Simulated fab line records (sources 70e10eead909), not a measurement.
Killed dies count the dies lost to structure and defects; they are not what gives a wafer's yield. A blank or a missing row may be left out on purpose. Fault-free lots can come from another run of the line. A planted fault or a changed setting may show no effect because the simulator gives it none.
Chamber matching ; flow nand harc ; 4 sister chambers for NHARC_P_M0_CMP_23 on cmp-04
The step polishes, t overpolish 20 s, target thk 117.53 nm. 8 wafers are shown with their chamber, then 7 later ones without.

WAFERS PAIRED WITH THEIR CHAMBERS
wafer;chamber;motor current A (A);time to endpoint s (s)
L159.2;3;9.9;30.9
L159.5;1;11.8;30.1
L159.6;0;10.6;27.2
L160.4;1;13.0;26.1
L160.5;2;10.7;30.7
L160.6;3;9.7;28.5
L161.3;0;10.2;26.9
L161.4;2;11.3;34.7

WAFERS WITH NO CHAMBER GIVEN
wafer;motor current A (A);time to endpoint s (s)
L161.5;11.0;30.0
L164.1;10.6;29.6
L164.5;12.5;26.4
L164.6;10.7;31.8
L170.1;11.0;29.6
L170.2;10.4;24.9
L170.3;12.8;26.6

WHICH CHAMBER EACH WENT THROUGH
wafer;from the rows above;in truth
L161.5;can't be placed: 2 or 0 or 3 or 1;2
L164.1;can't be placed: 0 or 3 or 2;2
L164.5;1;1
L164.6;can't be placed: 2 or 3 or 0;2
L170.1;can't be placed: 2 or 0 or 3 or 1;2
L170.2;can't be placed: 0 or 3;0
L170.3;1;1
Correct placement for 2 of the 7. From these rows, 5 cannot be placed; in 5 the true chamber is one of the candidates. Placed wrongly: 0.
How it was worked out, from the rows above alone: a wafer's distance from a chamber is the root of the sum, over the readings, of the square of ((its reading less the chamber's mean) divided by the reading's scatter). The wafer belongs to the nearest chamber; if the next one is less than 2 further off, it can't be placed. The mean given for a chamber averages the wafers shown for that chamber. How the scatter is found: for the shown wafers, subtract from each reading the mean of its chamber, square and add these, divide the total by (wafers less chambers), then take the root.
